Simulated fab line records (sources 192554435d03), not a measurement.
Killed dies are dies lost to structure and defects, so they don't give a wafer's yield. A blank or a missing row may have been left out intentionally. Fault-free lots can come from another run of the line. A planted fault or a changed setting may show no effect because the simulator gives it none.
fab line records    flow n5Finfet
[record] lots = 7  wafers = 21
route steps=1938 shown BEOL_M8@1342 BEOL_M9@1446
startH: the number of hours between the record's first day and the start of the first shown wafer of the lot    waitH: how many hours have passed since the lot's step before this one    " the same as in the row above    L1.1+2: a row that stands for several wafers    - no value, or no start was given    * or withheld: withheld    < > ~ a bound
route shown NAME@n: NAME is a module with steps in the file, n the number in the route of the first one    usual: mean and standard deviation over wafers with no fault    same: alike in all rows    chamber/n: place in a boat    sites: per-site readings    _std_site: standard deviation across them    _edge_site: the outer-site mean with the inner-site mean subtracted    radiusMm: how far each site lies from the wafer's centre    mask NAME#n: copy n    behind: tool/chamber where the wafer was last shaped    hold: reason for holding the lot/hours on hold/outcome of the hold    device: transistor that didn't switch, given as n, p or np    end of line: at the end of the route, the tests of the same wafers    step lacking rows: just its recipe    killed: at the first sort, the dies lost to defects and structure; wafer yield is something else    map: the dies of a wafer, with x for killed, . for not killed, _ for no die there
set.NAME: the run value of the setting; set.NAME@STEP: its run value at that earlier step    model.NAME: the simulator's own value behind a step, which no gauge read
lots with deliberately changed settings; one table per step, one row per wafer
[[steps]]
[step N5_BEOL_M8_EXPOSE_08]
[recipe] maskId = M8  na = 1.35  sourceShape = dipole  sigmaInner = 0.817  sigmaOuter = 0.97  polarization = te  doseMj = 68.25
lot.wafer   tool            chamber  startH  waitH  mask  set.doseMj
L076.1+6    arfiScanner-02  0        243.33  -      M8#0  72.08
L076.3      "               0        "       "      M8#0  68.25
L077.3+4+6  arfiScanner-01  0        253.49  -      M8#0  68.25
L078.2+4+5  arfiScanner-01  0        261.26  -      M8#0  68.25
L081.3+4    arfiScanner-01  0        273.26  -      M8#0  65.71
L081.6      "               0        "       "      M8#0  68.25
L091.2+3+6  arfiScanner-01  0        344.14  -      M8#0  68.25
L093.2+4+5  arfiScanner-01  0        354.80  -      M8#0  68.25
L095.3+4    arfiScanner-02  0        359.32  -      M8#0  68.25
L095.5      "               0        "       "      M8#0  63.49
[step N5_BEOL_M8_PEB_09]
[recipe] pebTempC = withheld  pebTimeS = 60  resist = CAR-ArF
[step N5_BEOL_M8_DEVELOP_10]
[recipe] developTimeS = 30  developer = TMAH  resist = CAR-ArF  rinseLiquid = diw  dry = airSpin  devTempC = 23
[step N5_BEOL_M8_CD_MEAS_11]
[recipe] targetCdNm = 38.5  landingEnergyEv = 500  detector = seInlens  polarity = opening
[usual] cdNm = 38.3/0.54
lot.wafer  tool      chamber  startH  waitH  set.doseMj@BEOL_M8_EXPOSE_08  cdNm
L076.1     cdSem-02  0        243.46  -      72.08                         41.1
L076.3     "         0        "       "      68.25                         38.9
L076.6     "         0        "       "      72.08                         41.7
L077.3     cdSem-03  0        253.61  -      68.25                         39.3
L077.4     "         0        "       "      68.25                         38.9
L077.6     "         0        "       "      68.25                         39.5
L078.2     cdSem-02  0        261.39  -      68.25                         38.6
L078.4     "         0        "       "      68.25                         38.2
L078.5     "         0        "       "      68.25                         38.6
L081.3     cdSem-03  0        273.38  -      65.71                         36.6
L081.4     "         0        "       "      65.71                         36.5
L081.6     "         0        "       "      68.25                         38.4
L091.2     cdSem-01  0        344.26  -      68.25                         38.9
L091.3     "         0        "       "      68.25                         38.4
L091.6     "         0        "       "      68.25                         38.6
L093.2     cdSem-01  0        354.92  -      68.25                         38.3
L093.4     "         0        "       "      68.25                         37.8
L093.5     "         0        "       "      68.25                         38.5
L095.3     cdSem-01  0        359.44  -      68.25                         38.5
L095.4     "         0        "       "      68.25                         38.1
L095.5     "         0        "       "      63.49                         34.6
[step N5_BEOL_M8_DESCUM_16]
[recipe] chemistry = O2  timeS = 7.9  sourcePowerW = 50  biasPowerW = 20  pressureMtorr = 20  rfFrequencyHz = 2.712e+07  tempC = 40  resist = CAR-ArF  o2FlowSccm = 225
[step N5_BEOL_M8_ETCH_61]
[recipe] chemistry = CF4  target = SiARC  targetDepthA = 455  maskMaterial = CAR-ArF  timeS = 75.8  ionEnergyEv = 80  pressureMtorr = 40  sourceW = 545  biasW = 36  Ar_flow_sccm = 100  cf4FlowSccm = 100  ends = cleared
lot.wafer   tool        chamber  startH  waitH  set.doseMj@BEOL_M8_EXPOSE_08  model.BEOL_M8.cdOffsetNm
L076.1      rieDiel-01  3        244.33  0.0    72.08                         2.4
L076.3      "           1        "       "      68.25                         0.4
L076.6      "           0        "       "      72.08                         2.8
L077.3      rieDiel-03  3        254.18  0.0    68.25                         0.8
L077.4      "           1        "       "      68.25                         -0.2
L077.6      "           0        "       "      68.25                         0.4
L078.2+5    rieDiel-05  2        261.74  0.0    68.25                         0
L078.4      "           0        "       "      68.25                         0.2
L081.3      rieDiel-03  0        275.30  0.0    65.71                         -2
L081.4      "           2        "       "      65.71                         -1.6
L081.6      "           1        "       "      68.25                         -0.2
L091.2      rieDiel-05  3        344.39  0.0    68.25                         0.4
L091.3      "           1        "       "      68.25                         -0.2
L091.6      "           0        "       "      68.25                         0
L093.2+4+5  rieDiel-01  2,1,2    355.08  0.0    68.25                         0
L095.3      rieDiel-05  3        359.66  0.0    68.25                         0.4
L095.4      "           2        "       "      68.25                         -0.4
L095.5      "           3        "       "      63.49                         -3.6
[step N5_BEOL_M8_ETCH_62]
[recipe] chemistry = N2/H2  target = SOC  targetDepthA = 1100  overetchA = 220  maskMaterial = SiARC  tempC = 40  timeS = 165  ionEnergyEv = 200  pressureMtorr = 30  sourceW = 840  biasW = 150  n2FlowSccm = 200  h2FlowSccm = 200
lot.wafer   tool        chamber  startH  waitH  set.doseMj@BEOL_M8_EXPOSE_08  model.BEOL_M8.cdOffsetNm
L076.1      rieDiel-01  3        244.38  0.0    72.08                         2.6
L076.3      "           1        "       "      68.25                         0.6
L076.6      "           0        "       "      72.08                         2.8
L077.3      rieDiel-03  3        254.24  0.0    68.25                         1
L077.4      "           1        "       "      68.25                         -0.2
L077.6      "           0        "       "      68.25                         0.6
L078.2+4+5  rieDiel-05  2,0,2    261.79  0.0    68.25                         0
L081.3      rieDiel-03  0        275.36  0.0    65.71                         -2
L081.4      "           2        "       "      65.71                         -1.4
L081.6      "           1        "       "      68.25                         -0.2
L091.2      rieDiel-05  3        344.44  0.0    68.25                         0.2
L091.3+6    "           1,0      "       "      68.25                         0
L093.2+4    rieDiel-01  2,1      355.14  0.0    68.25                         0
L093.5      "           2        "       "      68.25                         -0.2
L095.3      rieDiel-05  3        359.72  0.0    68.25                         0.2
L095.4      "           2        "       "      68.25                         -0.6
L095.5      "           3        "       "      63.49                         -4
[step N5_BEOL_M8_STRIP_68]
[recipe] chemistry = N2/H2  tempC = 40  n2FlowSccm = 200  h2FlowSccm = 200  rfFrequencyHz = 6e+07
[step N5_BEOL_M8_STRIP_67]
[recipe] chemistry = CF4  resist = SiARC  powerW = 300  biasPowerW = 75  pressureMtorr = 50  cf4FlowSccm = 150  rfFrequencyHz = 6e+07
[step N5_BEOL_M8_HM_OPEN_17]
[recipe] chemistry = Cl2/BCl3  targetDepthA = 200  overetchA = 60  target = TiN  maskMaterial = SOC  ionEnergyEv = 150  pressureMtorr = 10  icpW = 1000  biasW = 126  Cl2_flow_sccm = 53.25  bcl3FlowSccm = 21.75  Ar_flow_sccm = 25
lot.wafer  tool         chamber  startH  waitH  set.doseMj@BEOL_M8_EXPOSE_08  model.BEOL_M8.cdOffsetNm
L076.1+6   rieMetal-01  0        244.58  0.0    72.08                         2.8
L076.3     "            1        "       "      68.25                         0.6
L077.3     rieMetal-03  1        254.46  0.1    68.25                         1
L077.4     "            0        "       "      68.25                         -0.2
L077.6     "            1        "       "      68.25                         0.8
L078.2+5   rieMetal-03  0        261.98  0.0    68.25                         0
L078.4     "            0        "       "      68.25                         0.2
L081.3     rieMetal-02  1        275.58  0.1    65.71                         -1.8
L081.4     "            0        "       "      65.71                         -1.4
L081.6     "            0        "       "      68.25                         -0.2
L091.2+6   rieMetal-01  0        344.63  0.0    68.25                         0.2
L091.3     "            1        "       "      68.25                         0
L093.2     rieMetal-01  0        355.32  0.0    68.25                         0.2
L093.4     "            0        "       "      68.25                         0
L093.5     "            0        "       "      68.25                         -0.2
L095.3     rieMetal-03  1        359.94  0.1    68.25                         0
L095.4     "            0        "       "      68.25                         -0.8
L095.5     "            0        "       "      63.49                         -4
[step N5_BEOL_M8_STRIP_19]
[recipe] chemistry = O2  powerW = 400  tempC = 40  pressureMtorr = 30  rfFrequencyHz = 6e+07  biasPowerW = 0  overashFraction = 0.2  o2FlowSccm = 225
[step N5_BEOL_M8_CD_MEAS_18]
[recipe] pitchNm = 80  targetCdNm = 40
[usual] cdNm = 39.8/0.61
lot.wafer  tool      chamber  startH  waitH  set.doseMj@BEOL_M8_EXPOSE_08  cdNm
L076.1     cdSem-03  -        244.76  0.0    72.08                         42.7
L076.3     "         -        "       "      68.25                         40.6
L076.6     "         -        "       "      72.08                         42.8
L077.3     cdSem-02  -        254.62  0.1    68.25                         41.0
L077.4     "         -        "       "      68.25                         39.8
L077.6     "         -        "       "      68.25                         40.7
L078.2     cdSem-03  -        262.28  0.1    68.25                         40.2
L078.4     "         -        "       "      68.25                         40.4
L078.5     "         -        "       "      68.25                         39.9
L081.3     cdSem-03  -        276.19  0.1    65.71                         38.1
L081.4     "         -        "       "      65.71                         38.3
L081.6     "         -        "       "      68.25                         39.9
L091.2     cdSem-02  -        344.81  0.1    68.25                         40.0
L091.3     "         -        "       "      68.25                         39.6
L091.6     "         -        "       "      68.25                         40.0
L093.2     cdSem-03  -        355.51  0.1    68.25                         40.1
L093.4     "         -        "       "      68.25                         39.9
L093.5     "         -        "       "      68.25                         39.9
L095.3     cdSem-02  -        360.09  0.1    68.25                         40.2
L095.4     "         -        "       "      68.25                         39.2
L095.5     "         -        "       "      63.49                         35.7
[step N5_BEOL_M8_TRENCH_ETCH_37]
[recipe] chemistry = C4F6/O2  targetDepthA = 934.78  target = SiCOH_lowk  timeS = 31.2  ionEnergyEv = 250  pressureMtorr = 30  sourceW = 345  biasW = 185  Ar_flow_sccm = 300  C4F6_flow_sccm = 10  O2_flow_sccm = 10
lot.wafer   tool        chamber  startH  waitH  set.sourceW
L076.1+3+6  rieDiel-01  2,0,2    -       -      345
L077.3+4    rieDiel-05  2,1      -       -      345
L077.6      "           3        "       "      293.2
L078.2+4+5  rieDiel-05  1,3,0    -       -      345
L081.3+4+6  rieDiel-01  0,1,1    -       -      345
L091.2+3    rieDiel-01  1,2      -       -      345
L091.6      "           1        "       "      294.6
L093.2+5    rieDiel-05  2,0      -       -      345
L093.4      "           3        "       "      387.6
L095.3+5    rieDiel-05  0        -       -      345
L095.4      "           3        "       "      366.9
[step N5_BEOL_M8_ETCH_41]
[recipe] chemistry = CH3F/O2  target = SiCN  targetDepthA = 319  taperDeg = 2  timeS = 57.8  ionEnergyEv = 120  maskMaterial = TiN  pressureMtorr = 30  sourceW = 395  biasW = 75  Ar_flow_sccm = 150  CH3F_flow_sccm = 30  O2_flow_sccm = 20
[step N5_BEOL_M8_STRIP_80]
[recipe] chemistry = N2/H2  timeS = 10  powerW = 450  tempC = 40  pressureMtorr = 20  rfFrequencyHz = 6e+07  biasPowerW = 7  n2FlowSccm = 200  h2FlowSccm = 200
[step N5_BEOL_M8_HM_STRIP_39]
[recipe] chemistry = peroxideTinStrip  material = TiN  targetDepthA = 250  tempC = 50  timeS = 158
lot.wafer   tool         chamber  startH  waitH  set.tempC@BEOL_M8_PECVD_70  model.SiO2_of_BEOL_M8_PECVD_70.thkNm
L076.1      wetBench-01  2        246.31  0.0    400                         20
L076.3+6    "            1,0      "       "      400                         20.6
L077.3+4+6  wetBench-03  5,6,7    256.07  0.0    400                         19.8
L078.2      wetBench-01  0        263.86  0.0    400                         19.8
L078.4+5    "            6,3      "       "      400                         20.2
L081.3      wetBench-02  6        278.31  0.0    385.5                       21.2
L081.4      "            1        "       "      385.5                       21.6
L081.6      "            5        "       "      400                         19.8
L091.2      wetBench-02  3        347.16  0.0    392.7                       21.2
L091.3+6    "            4,6      "       "      400                         20
L093.2      wetBench-03  3        359.02  0.0    400                         19.4
L093.4+5    "            6,4      "       "      405.2                       19
L095.3      wetBench-01  7        362.67  0.0    400                         19.8
L095.4+5    "            1,2      "       "      400                         20
[step N5_BEOL_M8_SRD_40]
[recipe] timeS = 30  tempC = 23  rinseLiquid = diw  dry = ipaMarangoni
[step N5_BEOL_M8_PRECLEAN_42]
[recipe] chemistry = residueRemover  timeS = 60  tempC = 40
[step N5_BEOL_M8_SRD_43]
[recipe] timeS = 30  tempC = 23  rinseLiquid = diw  dry = ipaMarangoni
[step N5_BEOL_M8_CD_MEAS_35]
[recipe] targetCdNm = 40  polarity = opening
[usual] cdNm = 39.9/0.61
lot.wafer  tool      chamber  startH  waitH  set.doseMj@BEOL_M8_EXPOSE_08  cdNm
L076.1     cdSem-03  -        246.44  0.0    72.08                         42.6
L076.3     "         -        "       "      68.25                         40.7
L076.6     "         -        "       "      72.08                         42.9
L077.3     cdSem-03  -        256.19  0.0    68.25                         41.1
L077.4     "         -        "       "      68.25                         39.5
L077.6     "         -        "       "      68.25                         40.6
L078.2     cdSem-01  -        263.98  0.0    68.25                         39.9
L078.4     "         -        "       "      68.25                         40.2
L078.5     "         -        "       "      68.25                         39.9
L081.3     cdSem-03  -        278.44  0.0    65.71                         38.0
L081.4     "         -        "       "      65.71                         38.6
L081.6     "         -        "       "      68.25                         39.6
L091.2     cdSem-01  -        347.28  0.0    68.25                         40.5
L091.3     "         -        "       "      68.25                         39.4
L091.6     "         -        "       "      68.25                         40.3
L093.2     cdSem-02  -        359.14  0.0    68.25                         40.0
L093.4     "         -        "       "      68.25                         40.3
L093.5     "         -        "       "      68.25                         39.8
L095.3     cdSem-03  -        362.79  0.0    68.25                         39.8
L095.4     "         -        "       "      68.25                         39.2
L095.5     "         -        "       "      63.49                         36.0
[step N5_BEOL_M9_TRENCH_ETCH_37]
[recipe] chemistry = C4F6/O2  targetDepthA = 1514.3  target = SiCOH_lowk  timeS = 49  ionEnergyEv = 250  pressureMtorr = 30  sourceW = 345  biasW = 185  Ar_flow_sccm = 300  C4F6_flow_sccm = 10  O2_flow_sccm = 10
lot.wafer  tool        chamber  startH  waitH  set.timeS  model.etch.depthNm  model.BEOL_M9.featureDepthNm  model.TiN_of_BEOL_M9_HM_DEP_02.thkNm
L076.1     rieDiel-04  1        -       -      49         155.3               155.4                         15.6
L076.3     "           3        "       "      49         152.4               152.4                         15.6
L076.6     "           2        "       "      49         148.2               148.2                         15.8
L077.3     rieDiel-04  3        -       -      54         169.7               169.8                         15
L077.4     "           2        "       "      49         147.9               148                           15.6
L077.6     "           1        "       "      54         170.9               170.8                         15.2
L078.2     rieDiel-02  2        -       -      49         147.8               147.8                         16
L078.4     "           3        "       "      49         153.1               153                           15.6
L078.5     "           1        "       "      49         152.8               152.8                         15.4
L081.3     rieDiel-02  0        -       -      49         151.8               151.8                         15.4
L081.4     "           1        "       "      45.7       144.6               144.6                         15.4
L081.6     "           3        "       "      45.7       144.9               144.8                         15.6
L091.2     rieDiel-02  3        -       -      53.33      164.1               164                           15.6
L091.3     "           0        "       "      53.33      162.6               162.6                         15.8
L091.6     "           1        "       "      49         152.3               152.4                         16
L093.2     rieDiel-02  2        -       -      49         146                 146                           16
L093.4     "           1        "       "      49         154.4               154.4                         16.2
L093.5     "           2        "       "      57.93      173.4               173.4                         15.2
L095.3     rieDiel-06  2        -       -      49         149.3               149.4                         16
L095.4     "           0        "       "      41.12      129.2               129.2                         16.6
L095.5     "           2        "       "      49         150.4               150.4                         15.8
[step N5_BEOL_M9_ETCH_41]
[recipe] chemistry = CH3F/O2  target = SiCN  targetDepthA = 366  taperDeg = 2  timeS = 70.1  ionEnergyEv = 120  maskMaterial = TiN  pressureMtorr = 30  sourceW = 395  biasW = 75  Ar_flow_sccm = 150  CH3F_flow_sccm = 30  O2_flow_sccm = 20
[step N5_BEOL_M9_STRIP_80]
[recipe] chemistry = N2/H2  timeS = 10  powerW = 450  tempC = 40  pressureMtorr = 20  rfFrequencyHz = 6e+07  biasPowerW = 7  n2FlowSccm = 200  h2FlowSccm = 200
[step N5_BEOL_M9_OCD_MEAS_38]
[usual] trenchDepthNm = 151/3.4
lot.wafer  tool    chamber  startH  waitH  set.timeS@BEOL_M9_TRENCH_ETCH_37  trenchDepthNm
L076.1     ocd-02  -        256.34  -      49                                155
L076.3     "       -        "       "      49                                153
L076.6     "       -        "       "      49                                148
L077.3     ocd-01  -        262.83  -      54                                170
L077.4     "       -        "       "      49                                148
L077.6     "       -        "       "      54                                171
L078.2     ocd-02  -        272.28  -      49                                148
L078.4     "       -        "       "      49                                153
L078.5     "       -        "       "      49                                153
L081.3     ocd-02  -        284.04  -      49                                152
L081.4     "       -        "       "      45.7                              145
L081.6     "       -        "       "      45.7                              145
L091.2     ocd-02  -        359.01  -      53.33                             165
L091.3     "       -        "       "      53.33                             163
L091.6     "       -        "       "      49                                153
L093.2     ocd-02  -        371.22  -      49                                146
L093.4     "       -        "       "      49                                155
L093.5     "       -        "       "      57.93                             174
L095.3     ocd-02  -        371.26  -      49                                149
L095.4     "       -        "       "      41.12                             129
L095.5     "       -        "       "      49                                150
[step N5_BEOL_M9_HM_STRIP_39]
[recipe] chemistry = peroxideTinStrip  material = TiN  targetDepthA = 250  tempC = 50  timeS = 158
[step N5_BEOL_M9_SRD_40]
[recipe] timeS = 30  tempC = 23  rinseLiquid = diw  dry = ipaMarangoni
[step N5_BEOL_M9_ECD_50]
[recipe] material = Cu  targetThkA = 3180
[step N5_BEOL_M9_ANNEAL_51]
[recipe] tempC = 225  timeS = 90  ambient = N2
[step N5_BEOL_M9_CMP_52]
[recipe] stopOn = SiCOH_lowk  tOverpolishS = 7  downForcePsi = 1  platenRpm = 50  clearingPlatenDownForcePsi = 1.5  clearingPlatenRpm = 50  postCmpClean = cuAlkaline  targetThkNm = 140  clearingPlatenPadVelocityMS = 0.99484  padVelocityMS = 0.99484
lot.wafer  tool    chamber  startH  waitH  set.timeS@BEOL_M9_TRENCH_ETCH_37  model.Cu_of_BEOL_M9_ECD_50.thkNm
L076.1     cmp-02  0        258.72  0.3    49                                142.8
L076.3     "       3        "       "      49                                141
L076.6     "       0        "       "      49                                135.4
L077.3     cmp-01  3        266.39  0.2    54                                156.8
L077.4     "       1        "       "      49                                136.4
L077.6     "       3        "       "      54                                159.6
L078.4     cmp-02  1        274.42  0.2    49                                141
L078.2     "       2        "       "      49                                136.4
L078.5     "       3        "       "      49                                140.8
L081.4+6   cmp-01  3,1      286.85  0.2    45.7                              134
L081.3     "       0        "       "      49                                140.2
L091.3     cmp-03  2        363.13  0.2    53.33                             150.2
L091.2     "       3        "       "      53.33                             153.6
L091.6     "       3        "       "      49                                141.8
L093.2     cmp-02  0        373.47  0.3    49                                132.6
L093.4     "       2        "       "      49                                142.6
L093.5     "       3        "       "      57.93                             162
L095.3     cmp-03  0        373.74  0.2    49                                138
L095.4     "       2        "       "      41.12                             117.4
L095.5     "       3        "       "      49                                141.2
[step N5_BEOL_M9_THK_MEAS_53]
[recipe] thkMeasGauge = xrf  reads = Cu_of_BEOL_M9_ECD_50
[usual] M9_THK = 139/3.7
lot.wafer  tool          chamber  startH  waitH  set.timeS@BEOL_M9_TRENCH_ETCH_37  M9_THK[nm]
L076.1     filmMetro-02  -        259.02  -      49                                143
L076.3     "             -        "       "      49                                140
L076.6     "             -        "       "      49                                135
L077.3     filmMetro-02  -        266.65  -      54                                156
L077.4     "             -        "       "      49                                136
L077.6     "             -        "       "      54                                159
L078.2     filmMetro-01  -        274.63  -      49                                137
L078.4     "             -        "       "      49                                143
L078.5     "             -        "       "      49                                142
L081.3     filmMetro-02  -        287.07  -      49                                142
L081.4     "             -        "       "      45.7                              136
L081.6     "             -        "       "      45.7                              136
L091.2     filmMetro-01  -        363.43  -      53.33                             156
L091.3     "             -        "       "      53.33                             152
L091.6     "             -        "       "      49                                143
L093.2     filmMetro-01  -        373.73  -      49                                134
L093.4     "             -        "       "      49                                144
L093.5     "             -        "       "      57.93                             164
L095.3     filmMetro-02  -        374.00  -      49                                139
L095.4     "             -        "       "      41.12                             119
L095.5     "             -        "       "      49                                143
[step N5_BEOL_M9_PRE_CLEAN_55]
[recipe] gas = NH3  timeS = 15  tempC = withheld  rfPowerW = 300
[step N5_BEOL_M9_DEP_56]
[recipe] material = SiCN  targetThkA = 150  tempC = withheld  precursor = 3MS/NH3  pressureTorr = 3  rfW = 202  timeS = 26.5
[step N5_BEOL_M9_RS_MEAS_57]
[recipe] thkMeasGauge = four-point-probe  reads = Cu_of_BEOL_M9_ECD_50+Co_of_BEOL_M9_CVD_78+TaN_of_BEOL_M9_ALD_74
[usual] M9_RS = 0.152/0.0044
lot.wafer  tool          chamber  startH  waitH  set.timeS@BEOL_M9_TRENCH_ETCH_37  M9_RS[ohm/sq]
L076.1     filmMetro-01  -        259.15  0.1    49                                0.148
L076.3     "             -        "       "      49                                0.150
L076.6     "             -        "       "      49                                0.156
L077.3     filmMetro-01  -        266.78  0.1    54                                0.133
L077.4     "             -        "       "      49                                0.156
L077.6     "             -        "       "      54                                0.131
L078.2     filmMetro-02  -        274.78  0.1    49                                0.155
L078.4     "             -        "       "      49                                0.150
L078.5     "             -        "       "      49                                0.150
L081.3     filmMetro-01  -        287.21  0.1    49                                0.151
L081.4     "             -        "       "      45.7                              0.158
L081.6     "             -        "       "      45.7                              0.158
L091.2     filmMetro-01  -        363.57  0.1    53.33                             0.136
L091.3     "             -        "       "      53.33                             0.139
L091.6     "             -        "       "      49                                0.149
L093.2     filmMetro-01  -        373.87  0.1    49                                0.160
L093.4     "             -        "       "      49                                0.148
L093.5     "             -        "       "      57.93                             0.129
L095.3     filmMetro-01  -        374.14  0.1    49                                0.153
L095.4     "             -        "       "      41.12                             0.183
L095.5     "             -        "       "      49                                0.150
[[key]]
[split] step = N5_BEOL_M8_EXPOSE_08  setting = doseMj  stated = 68.25  by = wafer
[response] step = N5_BEOL_M8_CD_MEAS_11  reading = cdNm  change = +0.489  per = 1%  r = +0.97
[response] step = N5_BEOL_M8_ETCH_61  reading = model.BEOL_M8.cdOffsetNm  change = +0.462  per = 1%  r = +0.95
[response] step = N5_BEOL_M8_ETCH_62  reading = model.BEOL_M8.cdOffsetNm  change = +0.467  per = 1%  r = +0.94
[response] step = N5_BEOL_M8_HM_OPEN_17  reading = model.BEOL_M8.cdOffsetNm  change = +0.454  per = 1%  r = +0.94
[response] step = N5_BEOL_M8_CD_MEAS_18  reading = cdNm  change = +0.49  per = 1%  r = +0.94
[response] step = N5_BEOL_M8_CD_MEAS_35  reading = cdNm  change = +0.429  per = 1%  r = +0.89
[split] step = N5_BEOL_M8_TRENCH_ETCH_37  setting = sourceW  stated = 345  by = wafer
response none clear
[split] step = N5_BEOL_M9_TRENCH_ETCH_37  setting = timeS  stated = 49  by = wafer
[response] step = N5_BEOL_M9_TRENCH_ETCH_37  reading = model.etch.depthNm  change = +1.38  per = 1%  r = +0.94
[response] step = N5_BEOL_M9_TRENCH_ETCH_37  reading = model.BEOL_M9.featureDepthNm  change = +1.38  per = 1%  r = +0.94
[response] step = N5_BEOL_M9_TRENCH_ETCH_37  reading = model.TiN_of_BEOL_M9_HM_DEP_02.thkNm  change = -0.0441  per = 1%  r = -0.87
[response] step = N5_BEOL_M9_OCD_MEAS_38  reading = trenchDepthNm  change = +1.39  per = 1%  r = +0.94
[response] step = N5_BEOL_M9_CMP_52  reading = model.Cu_of_BEOL_M9_ECD_50.thkNm  change = +1.41  per = 1%  r = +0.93
[response] step = N5_BEOL_M9_THK_MEAS_53  reading = M9_THK  change = +1.43  per = 1%  r = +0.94
[response] step = N5_BEOL_M9_RS_MEAS_57  reading = M9_RS  change = -0.00167  per = 1%  r = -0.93
split outsideThisFile step=N5_BEOL_M8_PECVD_70 setting=tempC
// split outsideThisFile: this setting was split too, and the file shows its column; the key of that split is in another file
